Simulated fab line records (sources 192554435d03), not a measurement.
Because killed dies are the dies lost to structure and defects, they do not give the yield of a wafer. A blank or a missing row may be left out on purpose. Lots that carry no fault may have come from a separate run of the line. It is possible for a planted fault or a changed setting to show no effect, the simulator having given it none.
Tool commonality check -- flow n5Finfet -- Lots sampled 10, wafers sampled 25

## WHY THIS WAS OPENED
At N5_FIN_SAQP_INSPECT_40 the reading rawDefectCount is flagged on 2 of 10 lots. Fault-free wafers read 242, with a standard deviation of 65.
Rule: a lot is flagged in two cases, either no wafer of it has a number, or all its wafers with numbers fall more than 4 standard deviations from that mean. The other lots count as sound.

lot,measured,on,"rawDefectCount, wafer by wafer",flag
L845,day 2 08:01,defectInspect-01,262 242 300,
L847,day 2 21:12,defectInspect-02,246 288,
L848,day 3 02:55,defectInspect-02,201 311,
L850,day 3 14:16,defectInspect-02,277 270,
L854,day 4 14:53,defectInspect-02,579 588 598,FLAGGED
L855,day 4 21:11,defectInspect-01,141 362,
L856,day 5 03:23,defectInspect-01,254 186 310,
L858,day 5 14:03,defectInspect-01,574 662 616,FLAGGED
L861,day 6 08:34,defectInspect-01,237 295,
L863,day 6 19:43,defectInspect-02,244 295 252,
On average the flagged lots' numbers are 603, which is +361 against the usual, or +6 standard deviations.

## WHICH TOOL EACH LOT WENT THROUGH
Before the reading, the record contains 3 process steps out of a 1938-step route. In each cell: the tool, then ch and the chambers that the sampled wafers went through, then the start.
lot,flag,N5_FIN_SAQP_SPACER1_ETCHBACK_25,N5_FIN_SAQP_ETCH_69,N5_FIN_SAQP_HM_OPEN_33
L845,,"rieDiel-01 ch 0,1, day 2 05:28","rieDiel-05 ch 0,1,3, day 2 06:34","rieDiel-05 ch 0,2,3, day 2 07:30"
L847,,"rieDiel-04 ch 0,2, day 2 18:37","rieDiel-01 ch 0,2, day 2 19:32","rieDiel-01 ch 0,3, day 2 20:40"
L848,,"rieDiel-05 ch 0,2, day 3 00:19","rieDiel-05 ch 0,1, day 3 01:14","rieDiel-05 ch 2,3, day 3 02:23"
L850,,"rieDiel-01 ch 1, day 3 11:52","rieDiel-05 ch 0,3, day 3 12:52","rieDiel-04 ch 1,2, day 3 13:44"
L854,FLAGGED,"rieDiel-01 ch 2,3, day 4 12:12","rieDiel-04 ch 0,2, day 4 13:19","rieDiel-05 ch 0,1,3, day 4 14:20"
L855,,"rieDiel-04 ch 1,3, day 4 18:47","rieDiel-05 ch 0,1, day 4 19:44","rieDiel-05 ch 0,2, day 4 20:40"
L856,,"rieDiel-05 ch 0,2, day 5 00:48","rieDiel-01 ch 1,2,3, day 5 01:46","rieDiel-01 ch 0,1,2, day 5 02:50"
L858,FLAGGED,"rieDiel-01 ch 0,1, day 5 11:40","rieDiel-01 ch 2,3, day 5 12:38","rieDiel-01 ch 0,1, day 5 13:31"
L861,,"rieDiel-05 ch 0,3, day 6 06:11","rieDiel-05 ch 0,1, day 6 07:06","rieDiel-01 ch 1,2, day 6 08:02"
L863,,"rieDiel-05 ch 1,2,3, day 6 17:23","rieDiel-05 ch 0,1,3, day 6 18:18","rieDiel-05 ch 0,1,3, day 6 19:11"
What these steps do:
- N5_FIN_SAQP_SPACER1_ETCHBACK_25: etches SiO2 in CHF3/O2, target depth 24.4 nm, time 12.2 s.
- N5_FIN_SAQP_ETCH_69: etches SOC in N2/H2, stops on SiNx, target depth 150 nm.
- N5_FIN_SAQP_HM_OPEN_33: chemistry CH3F/O2, target SiNx, target depth 49.4 nm, time 70.6 s.
- N5_FIN_SAQP_INSPECT_40: inspects for defects (brightfield).

## FLAGGED OVER TOTAL, TOOL BY TOOL (the gauges that took the reading come last)
step,tool,lots run,flagged,share of the flagged lots,sound lots run after its first flagged lot
N5_FIN_SAQP_SPACER1_ETCHBACK_25,rieDiel-01,4,2,all,0
N5_FIN_SAQP_SPACER1_ETCHBACK_25,rieDiel-04,2,0,none,-
N5_FIN_SAQP_SPACER1_ETCHBACK_25,rieDiel-05,4,0,none,-
N5_FIN_SAQP_ETCH_69,rieDiel-01,3,1,some,0
N5_FIN_SAQP_ETCH_69,rieDiel-04,1,1,some,0
N5_FIN_SAQP_ETCH_69,rieDiel-05,6,0,none,-
N5_FIN_SAQP_HM_OPEN_33,rieDiel-01,4,1,some,1 (L861)
N5_FIN_SAQP_HM_OPEN_33,rieDiel-04,1,0,none,-
N5_FIN_SAQP_HM_OPEN_33,rieDiel-05,5,1,some,"2 (L855,L863)"
N5_FIN_SAQP_INSPECT_40,defectInspect-01,5,1,some,1 (L861)
N5_FIN_SAQP_INSPECT_40,defectInspect-02,5,1,some,1 (L863)

## THE TABLE: WHAT IT ALLOWS
In the table, 1 row covers all flagged lots: rieDiel-01 at N5_FIN_SAQP_SPACER1_ETCHBACK_25.
- rieDiel-01 at N5_FIN_SAQP_SPACER1_ETCHBACK_25: 2 of its 4 lots flagged. It ran its last sound lot, L850, at day 3 11:52 and its first flagged lot, L854, at day 4 12:12: a fault with its onset between the two fits.
rieDiel-01 at N5_FIN_SAQP_SPACER1_ETCHBACK_25 is the single tool remaining.

## WHAT THE SIMULATOR HAD PUT IN
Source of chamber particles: rieDiel-01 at N5_FIN_SAQP_SPACER1_ETCHBACK_25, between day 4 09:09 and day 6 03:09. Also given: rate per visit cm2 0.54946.
Struck lots among those shown: L854, L858. This agrees with what the rule above found.
